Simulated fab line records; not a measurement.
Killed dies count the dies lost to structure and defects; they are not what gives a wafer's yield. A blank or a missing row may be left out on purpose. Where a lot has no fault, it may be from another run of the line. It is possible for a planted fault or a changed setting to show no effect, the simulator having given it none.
fab line records	flow n5_finfet
record: lots: 9	wafers: 25	last_day: 17
route steps=1938 shown MIM_TOP_LITHO@1850 MIM_BOT_ETCH@1866 PASS1_CAP@1873 TV_OPEN@1888 PASSIVATION@1936
lots that met no fault: taken from a fault-free run of the same line
start_h: hours from the record's first day to the start of the lot's first wafer shown	wait_h: time in hours since the lot's previous step	" as in the row above	L1.1+2: a single row standing in for several wafers	- no value, or no start given	* or withheld: withheld	< > ~ a bound
route shown NAME@n: NAME is a module with steps in the file, n the number in the route of the first one	usual: mean/standard deviation taken from wafers without a fault	same: alike in all rows	chamber/n: place in a boat	sites: readings site by site	_std_site: their standard deviation	_edge_site: inner sites' mean taken away from outer sites' mean	radius_mm: for every site, how far away it sits from the centre of the wafer	mask NAME#n: copy n	behind: tool/chamber where the wafer was last shaped	hold: cause of the lot's hold/its duration in hours/its outcome	device: the n, p or np transistor that did not switch	end of line: tests of these same wafers at the route's end	where a step has no rows: the recipe by itself	killed: the dies lost at the first sort to structure and to defects; this is not the yield of the wafer	map: shows each die of a wafer: x if killed, . if not, _ if none is there
set.NAME: the setting that was run; set.NAME@STEP: the one run at that earlier step	model.NAME: the simulator's own value behind a step, which no gauge read
steps of the route over a sample of lots; a table a step, a row a wafer
services: the hour from which a tool's chamber was out of use, counted from the record's first day as start_h (under 0 if before that day), plus the number of hours and why
== steps ==
step: N5_MIM_TOP_LITHO_DESCUM_10
recipe: chemistry: O2	time_s: 7.9	source_power_w: 50	bias_power_w: 20	pressure_mtorr: 20	rf_frequency_hz: 2.712e+07	temp_c: 40	o2_flow_sccm: 225
usual: drypump_motor_current_A: 5.7/0.48	oes_product_au: 0.80/0.081	rf_vpp_V: 243.4/1.4	showerhead_plenum_p_Torr: 2.11/0.076	throttle_valve_pct: 20.24/0.19
lot.wafer	tool	chamber	start_h	wait_h	drypump_motor_current_A	oes_product_au	rf_hours_counter_h	rf_vpp_V	showerhead_plenum_p_Torr	throttle_valve_pct
L723.3	rie_diel-01	1	280.56	0.0	6.1	0.70	230	240.8	1.98	20.31
L723.5	"	2	"	"	5.3	0.78	-	244.2	2.21	20.27
L723.6	"	1	"	"	6.1	0.69	-	240.8	1.98	20.33
L724.3	rie_diel-01	1	285.01	0.0	6.1	0.70	231	242.6	1.98	20.32
L724.4	"	0	"	"	5.5	0.90	32	243.7	2.13	19.84
L724.5	"	2	"	"	5.4	0.79	-	243.8	2.21	20.27
L729.2	rie_diel-01	1	304.63	0.0	6.1	0.68	237	241.9	1.98	20.32
L729.3	"	0	"	"	5.5	0.87	40	244.6	2.13	19.85
L729.5	"	0	"	"	5.5	0.88	-	242.4	2.13	19.85
L733.2	rie_diel-05	1	330.60	0.0	6.2	0.87	41	243.8	2.04	20.20
L733.6	"	0	"	"	5.2	0.91	-	243.8	2.14	20.20
L735.2	rie_diel-03	3	351.25	0.1	6.3	0.73	191	240.5	1.99	20.37
L735.4	"	2	"	"	6.6	0.96	3	244.5	2.14	20.36
L735.5	"	2	"	"	6.6	0.96	-	243.7	2.14	20.37
L738.3	rie_diel-01	3	351.43	0.0	5.1	0.74	130	244.5	2.18	20.17
L738.4	"	0	"	"	5.5	0.85	56	244.4	2.12	19.88
L742.1	rie_diel-01	1	389.28	0.0	6.1	0.91	13	246.2	2.23	20.05
L742.2	"	2	"	"	5.4	0.75	153	243.6	2.19	20.33
L742.6	"	0	"	"	5.5	0.84	-	244.5	2.12	19.89
L743.1	rie_diel-05	3	390.00	0.0	5.4	0.94	6	241.6	2.05	20.23
L743.2	"	0	"	"	5.2	0.86	41	242.1	2.13	20.24
L743.6	"	3	"	"	5.3	0.94	-	243.2	2.05	20.23
L745.2	rie_diel-05	1	393.37	0.2	6.1	0.83	68	242.3	2.03	20.26
L745.5	"	0	"	"	5.2	0.85	-	242.7	2.13	20.26
L745.6	"	3	"	"	5.4	0.93	-	242.9	2.05	20.23
step: N5_MIM_BOT_ETCH_ETCH_04
recipe: chemistry: CF4/O2	target: SiNx	target_depth_a: 260	time_s: 13	ion_energy_ev: 100	pressure_mtorr: 40	source_w: 535	bias_w: 49	Ar_flow_sccm: 100	cf4_flow_sccm: 100	O2_flow_sccm: 10
usual: bias_w: 48.99/0.14	drypump_motor_current_A: 5.8/0.47	oes_product_au: 0.80/0.091	rf_vpp_V: 239.6/2.3	showerhead_plenum_p_Torr: 2.22/0.074	throttle_valve_pct: 15.86/0.21
lot.wafer	tool	chamber	start_h	wait_h	bias_w	drypump_motor_current_A	oes_product_au	rf_hours_counter_h	rf_vpp_V	showerhead_plenum_p_Torr	throttle_valve_pct
L723.3	rie_diel-05	1	281.49	0.0	48.92	6.2	0.90	23	238.9	2.16	15.74
L723.5	"	2	"	"	49.11	6.3	0.68	-	236.1	2.19	16.24
L723.6	"	1	"	"	48.98	6.2	0.90	-	237.8	2.16	15.76
L724.3	rie_diel-05	0	285.97	0.0	49.14	5.2	0.99	0	239.3	2.26	15.67
L724.4	"	3	"	"	49.11	5.4	0.69	230	237.6	2.18	16.23
L724.5	"	3	"	"	48.92	5.3	0.69	-	237.7	2.18	16.22
L729.2	rie_diel-03	3	305.56	0.0	49.06	6.3	0.74	172	238.2	2.11	15.99
L729.3	"	0	"	"	49.10	6.3	0.83	71	235.5	2.15	15.94
L729.5	"	3	"	"	48.92	6.3	0.74	-	239.2	2.11	15.95
L733.2	rie_diel-01	3	331.60	0.0	48.87	5.1	0.74	120	240.6	2.30	15.77
L733.6	"	0	"	"	49.03	5.5	0.86	-	242.6	2.24	15.52
L735.2	rie_diel-01	2	352.49	0.0	49.02	5.4	0.76	139	241.7	2.30	15.85
L735.4	"	3	"	"	49.08	5.1	0.74	130	241.3	2.30	15.79
L735.5	"	1	"	"	49.16	6.1	0.96	-	244.2	2.35	15.57
L738.3	rie_diel-03	1	352.65	0.0	49.00	5.6	0.74	165	241.3	2.30	15.79
L738.4	"	2	"	"	49.39	6.6	0.94	3	240.3	2.26	15.93
L742.1	rie_diel-01	2	390.13	0.0	49.08	5.4	0.75	153	241.0	2.30	15.88
L742.2	"	1	"	"	48.98	6.1	0.91	13	242.5	2.35	15.60
L742.6	"	1	"	"	49.04	6.1	0.91	-	243.1	2.35	15.58
L743.1	rie_diel-01	1	391.06	0.0	49.21	6.1	0.90	14	242.1	2.34	15.60
L743.2	"	0	"	"	49.00	5.5	0.83	70	242.5	2.24	15.54
L743.6	"	3	"	"	49.04	5.1	0.74	-	240.9	2.29	15.83
L745.2	rie_diel-05	1	394.46	0.0	48.98	6.1	0.84	68	236.3	2.15	15.82
L745.5	"	1	"	"	48.77	6.2	0.84	-	238.4	2.15	15.82
L745.6	"	0	"	"	49.09	5.2	0.85	-	240.6	2.24	15.76
step: N5_PASSIVATION_PECVD_55
recipe: material: SiO2	target_thk_a: 4000	temp_c: 400	precursor: SiH4/N2O	pressure_torr: 2.7	rf_w: 608	time_s: 22.5
usual: chamber_pressure_Torr: 2.700/0.0051	heater_power_w: 773/100	showerhead_plenum_p_Torr: 8.10/0.16	throttle_valve_pct: 50.8/2.8
lot.wafer	tool	chamber	start_h	wait_h	chamber_pressure_Torr	heater_power_w	showerhead_plenum_p_Torr	throttle_valve_pct
L723.3	pecvd-02	2	282.32	0.0	2.706	760	8.15	48.7
L723.5	"	1	"	"	2.707	821	8.08	47.5
L723.6	"	0	"	"	2.703	924	8.01	53.8
L724.3	pecvd-02	0	286.84	0.0	2.691	917	7.99	53.8
L724.4	"	0	"	"	2.701	948	8.02	54.1
L724.5	"	1	"	"	2.704	757	8.08	47.3
L729.2	pecvd-02	1	306.38	0.0	2.698	803	8.08	47.3
L729.3	"	0	"	"	2.687	986	7.99	54.3
L729.5	"	2	"	"	2.693	865	8.15	49.1
L733.2	pecvd-02	0	332.42	0.0	2.707	868	8.00	53.8
L733.6	"	2	"	"	2.688	813	8.17	49.3
L735.2	pecvd-02	1	353.31	0.0	2.691	712	8.08	47.6
L735.4	"	1	"	"	2.694	728	8.08	47.5
L735.5	"	2	"	"	2.698	919	8.15	49.2
L738.3	pecvd-02	2	353.56	0.0	2.702	875	8.16	49.0
L738.4	"	0	"	"	2.690	907	8.00	53.8
L742.1	pecvd-01	0	390.95	0.0	2.694	574	7.89	53.2
L742.2	"	2	"	"	2.694	706	7.88	49.3
L742.6	"	1	"	"	2.708	811	8.40	54.0
L743.1	pecvd-03	2	391.88	0.0	2.703	719	8.21	45.6
L743.2	"	0	"	"	2.695	834	8.35	54.3
L743.6	"	2	"	"	2.698	567	8.22	46.0
L745.2	pecvd-01	0	395.31	0.0	2.698	648	7.91	53.0
L745.5	"	0	"	"	2.701	654	7.92	52.9
L745.6	"	1	"	"	2.705	727	8.41	53.9
step: N5_PASSIVATION_VIA_ETCH_13
recipe: chemistry: CHF3/O2	target: SiO2	target_depth_a: 6600	CHF3_flow_sccm: 50	O2_flow_sccm: 5	Ar_flow_sccm: 200	time_s: 330	mask_material: PR	pressure_mtorr: 30	source_w: 650	bias_w: 170	ion_energy_ev: 200	ends: cleared
usual: bias_w: 170.0/0.51	drypump_motor_current_A: 5.83/0.28	etch_rf_on_time_s: 235/4.9	oes_product_au: 0.72/0.081	rf_vpp_V: 526/4.2	showerhead_plenum_p_Torr: 2.41/0.073	throttle_valve_pct: 18.94/0.27
lot.wafer	tool	chamber	start_h	wait_h	bias_w	drypump_motor_current_A	etch_rf_on_time_s	oes_product_au	rf_hours_counter_h	rf_vpp_V	showerhead_plenum_p_Torr	throttle_valve_pct
L723.3	rie_diel-02	0	284.93	0.0	170.7	6.10	243	0.65	193	523	2.40	19.16
L723.5	"	2	"	"	169.2	5.31	239	0.67	-	521	2.31	18.76
L723.6	"	3	"	"	170.7	5.62	232	0.86	-	519	2.46	18.69
L724.3	rie_diel-02	2	289.51	0.0	169.5	5.33	234	0.66	180	521	2.31	18.78
L724.4	"	0	"	"	169.7	6.08	247	0.65	-	525	2.40	19.16
L724.5	"	1	"	"	170.1	5.89	237	0.62	-	528	2.37	19.27
L729.2	rie_diel-02	2	308.22	0.0	169.2	5.29	234	0.67	190	520	2.30	18.78
L729.3	"	3	"	"	170.4	5.61	230	0.84	19	520	2.46	18.72
L729.5	"	0	"	"	169.7	6.08	241	0.65	-	524	2.39	19.19
L733.2	rie_diel-04	3	333.35	0.0	169.4	5.48	239	0.63	249	521	2.38	19.19
L733.6	"	0	"	"	169.2	5.82	216	0.67	-	525	2.48	19.29
L735.2	rie_diel-02	3	354.84	0.0	170.4	5.60	235	0.81	35	520	2.45	18.75
L735.4	"	1	"	"	170.0	5.91	210	0.84	9	526	2.36	18.87
L735.5	"	3	"	"	170.3	5.61	240	0.81	-	520	2.45	18.72
L738.3	rie_diel-02	0	356.11	0.0	170.0	6.08	242	0.65	222	524	2.39	19.22
L738.4	"	3	"	"	169.8	5.60	213	0.82	36	519	2.45	18.71
L742.1	rie_diel-04	0	393.70	0.0	169.9	5.84	233	0.65	210	524	2.47	19.30
L742.2	"	1	"	"	169.0	6.27	232	0.77	79	525	2.54	19.04
L742.6	"	0	"	"	170.1	5.84	238	0.66	-	527	2.47	19.30
L743.1	rie_diel-06	3	395.01	0.0	169.4	6.18	235	0.66	154	528	2.31	19.09
L743.2	"	1	"	"	169.9	5.95	228	0.78	54	534	2.44	18.59
L743.6	"	2	"	"	169.8	5.78	235	0.63	-	530	2.47	19.15
L745.2	rie_diel-06	2	399.54	0.0	171.0	5.77	233	0.62	252	530	2.47	19.17
L745.5	"	2	"	"	170.0	5.75	239	0.62	-	530	2.47	19.15
L745.6	"	3	"	"	170.2	6.16	237	0.67	-	528	2.31	19.09
step: N5_PASSIVATION_STRIP_14
recipe: chemistry: O2	power_w: 600	temp_c: 60	pressure_mtorr: 30	rf_frequency_hz: 6e+07	bias_power_w: 0	overash_fraction: 0.5	o2_flow_sccm: 225
usual: drypump_motor_current_A: 5.82/0.27	oes_product_au: 0.79/0.091	rf_vpp_V: 3.6/0.89	showerhead_plenum_p_Torr: 2.10/0.065	throttle_valve_pct: 16.75/0.27
lot.wafer	tool	chamber	start_h	wait_h	drypump_motor_current_A	oes_product_au	rf_hours_counter_h	rf_vpp_V	showerhead_plenum_p_Torr	throttle_valve_pct
L723.3	rie_diel-02	0	285.13	0.1	6.09	0.74	193	2.8	2.08	16.98
L723.5	"	2	"	"	5.31	0.75	-	3.4	2.01	16.62
L723.6	"	3	"	"	5.60	0.95	-	4.5	2.15	16.51
L724.3	rie_diel-02	2	289.71	0.1	5.33	0.75	180	2.7	2.01	16.60
L724.4	"	0	"	"	6.08	0.74	-	3.7	2.08	16.97
L724.5	"	1	"	"	5.88	0.68	-	3.5	2.06	17.07
L729.2	rie_diel-02	2	308.42	0.1	5.31	0.73	190	2.0	2.01	16.68
L729.3	"	3	"	"	5.58	0.93	19	4.3	2.14	16.51
L729.5	"	0	"	"	6.09	0.72	-	3.0	2.08	17.02
L733.2	rie_diel-04	3	333.55	0.1	5.47	0.70	249	3.8	2.07	16.99
L733.6	"	0	"	"	5.83	0.74	-	2.2	2.17	17.09
L735.2	rie_diel-02	3	355.03	0.1	5.58	0.89	35	2.8	2.14	16.51
L735.4	"	1	"	"	5.89	0.92	9	3.9	2.05	16.62
L735.5	"	3	"	"	5.61	0.89	-	3.1	2.14	16.52
L738.3	rie_diel-02	0	356.31	0.1	6.08	0.70	222	3.6	2.08	17.01
L738.4	"	3	"	"	5.60	0.89	36	2.7	2.14	16.53
L742.1	rie_diel-04	0	393.90	0.1	5.85	0.73	210	3.5	2.16	17.13
L742.2	"	1	"	"	6.24	0.85	79	4.0	2.22	16.83
L742.6	"	0	"	"	5.83	0.71	-	2.2	2.16	17.14
L743.1	rie_diel-06	3	395.21	0.1	6.11	0.73	154	2.5	2.01	16.93
L743.2	"	1	"	"	5.95	0.85	54	4.0	2.14	16.42
L743.6	"	2	"	"	5.79	0.67	-	4.9	2.14	16.93
L745.2	rie_diel-06	2	399.74	0.1	5.80	0.68	252	4.1	2.14	16.92
L745.5	"	2	"	"	5.77	0.69	-	3.2	2.14	16.88
L745.6	"	3	"	"	6.15	0.73	-	3.0	2.01	16.92
step: N5_PASSIVATION_PROBE_49
usual: defect_limited_yield: 91.0/1.5	killed_at_M0_to_M3: 36/12	killed_at_M4_up: 14/5.5	killed_at_contacts: 11/4.8	killed_at_front_end: 42/12	killed_at_other: 3.7/2.7	killed_dies: 106/18	killed_open: 70/13	killed_short: 35/8.2	sort_bin_5_function: 5.3/1	sort_bin_6_memory: 3.3/0.69	sort_bin_8_speed: 0.00/0.007	sort_n_pass: 1074/18	sort_yield_pct: 91.0/1.5
same: gross_dies: 1180	killed_at_back_side: 0	sort_bin_4_leakage[%]: 0
lot.wafer	tool	chamber	start_h	wait_h	defect_limited_yield[%]	killed_at_M0_to_M3	killed_at_M4_up	killed_at_contacts	killed_at_front_end	killed_at_other	killed_dies	killed_open	killed_short	sort_bin_5_function[%]	sort_bin_6_memory[%]	sort_bin_8_speed[%]	sort_n_pass	sort_yield_pct[%]
L724.3	prober-01	-	297.13	0.1	88.9	32	15	23	55	6	131	81	47	7.0	3.4	0	1049	88.9
L724.4	prober-01	-	297.18	0.2	87.5	23	22	22	75	6	148	93	53	7.5	4.4	0	1032	87.5
L724.5	prober-01	-	297.23	0.2	90.8	41	9	15	42	2	109	76	31	5.3	3.7	0	1071	90.8
L743.1	prober-01	-	401.25	0.0	91.7	48	13	3	31	3	98	63	35	5.8	2.4	0	1082	91.7
L743.2	prober-01	-	401.30	0.1	90.8	31	8	7	61	1	108	64	42	4.8	4.1	0	1072	90.8
L743.6	prober-01	-	401.50	0.3	87.5	56	17	8	63	4	148	103	44	7.9	4.2	0	1032	87.5
killed by level:class
L724.3 MOL_CONTACT_COAG:geometric_particle:open=14 FIN_SAQP:geometric_particle:open=11 MOL_CONTACT_COAG:geometric_particle:short=9 FIN_SAQP:geometric_particle:short=8 DUMMY_GATE:geometric_particle:open=7 BEOL_M3:geometric_particle:open=7 BEOL_M4:geometric_particle:open=6 BEOL_M2:geometric_particle:open=6
L724.4 FIN_SAQP:geometric_particle:open=24 FIN_SAQP:geometric_particle:short=22 MOL_CONTACT_COAG:geometric_particle:open=16 BEOL_M4:geometric_particle:open=12 BEOL_M3:geometric_particle:open=10 MOL_CONTACT_COAG:geometric_particle:short=6 STI_FIN_REVEAL:geometric_particle:open=5 GATE_CUT:geometric_particle:short=4
L724.5 BEOL_M2:geometric_particle:open=16 FIN_SAQP:geometric_particle:open=12 MOL_CONTACT_COAG:geometric_particle:open=12 FIN_SAQP:geometric_particle:short=9 BEOL_M0_SAQP:geometric_particle:open=7 STI_FIN_REVEAL:geometric_particle:open=5 BEOL_M3:geometric_particle:open=5 DUMMY_GATE:geometric_particle:open=4
L743.1 BEOL_M0_SAQP:geometric_particle:short=14 FIN_SAQP:geometric_particle:open=10 STI_FIN_REVEAL:geometric_particle:open=7 BEOL_M1:geometric_particle:open=7 BEOL_M4:geometric_particle:open=6 BEOL_M3:geometric_particle:open=6 FIN_SAQP:geometric_particle:short=5 BEOL_M0_SAQP:geometric_particle:open=5
L743.2 FIN_SAQP:geometric_particle:open=16 FIN_SAQP:geometric_particle:short=14 STI_FIN_REVEAL:geometric_particle:open=11 BEOL_M0_SAQP:geometric_particle:short=9 BEOL_M0_SAQP:geometric_particle:open=6 BEOL_M4:geometric_particle:open=5 BEOL_M0:geometric_particle:open=4 MOL_CONTACT_COAG:geometric_particle:open=4
L743.6 FIN_SAQP:geometric_particle:open=18 STI_FIN_REVEAL:geometric_particle:open=14 BEOL_M2:geometric_particle:open=14 BEOL_M0_SAQP:geometric_particle:open=10 BEOL_M4:geometric_particle:open=10 FIN_SAQP:geometric_particle:short=8 BEOL_M0_SAQP:geometric_particle:short=7 DUMMY_GATE:geometric_particle:open=6
== services ==
tool	chamber	start_h	hours	kind
rie_diel-04	-	270.47	28.1	pm
pecvd-02	-	284.87	1.5	repair
rie_diel-02	3	286.50	12.4	repair
pecvd-03	-	292.21	0.6	repair
rie_diel-02	1	298.96	-	clean
rie_diel-02	1	298.96	-	consumable_replace:focus_ring
rie_diel-02	1	298.96	24.0	scheduled_down
rie_diel-02	1	298.96	24.0	vent_cycle
rie_diel-04	2	300.05	8.2	repair
rie_diel-01	1	300.08	2.1	repair
rie_diel-03	-	306.71	2.8	pm
rie_diel-06	2	315.03	5.0	repair
rie_diel-03	2	315.09	11.2	repair
rie_diel-05	3	331.50	3.1	repair
rie_diel-04	2	334.34	3.7	repair
rie_diel-01	1	337.69	-	clean
rie_diel-01	0	338.64	8.2	repair
pecvd-03	2	351.28	5.5	repair
rie_diel-06	2	364.29	10.0	repair
rie_diel-06	-	368.95	1.7	repair
pecvd-02	-	378.01	2.8	pm
rie_diel-04	3	386.30	19.0	repair
rie_diel-02	-	389.42	14.6	pm
rie_diel-01	1	396.67	8.1	repair
== key ==
first_sign: step: N5_PASSIVATION_VIA_ETCH_13	reading: etch_rf_on_time_s	direction: down	sigmas: 4.5	usual: *	struck: *
effect none on later readings
met_at N5_PASSIVATION_PECVD_55
struck_lots L733,L735,L738
struck_wafers L733.6,L735.4,L738.4
not_acting_at N5_MIM_TOP_LITHO_DESCUM_10,N5_MIM_BOT_ETCH_ETCH_04,N5_PASSIVATION_STRIP_14
onset_between 306.38 332.42
fault: kind: process_parameter_drift	tool: pecvd-02	chamber: -	onset_h: 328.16	steps: N5_PASSIVATION_PECVD_55	channel: time_s	offset: *	shape: step	end_h: 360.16	scope: struck_wafers_only	acts_in: *	stated: *
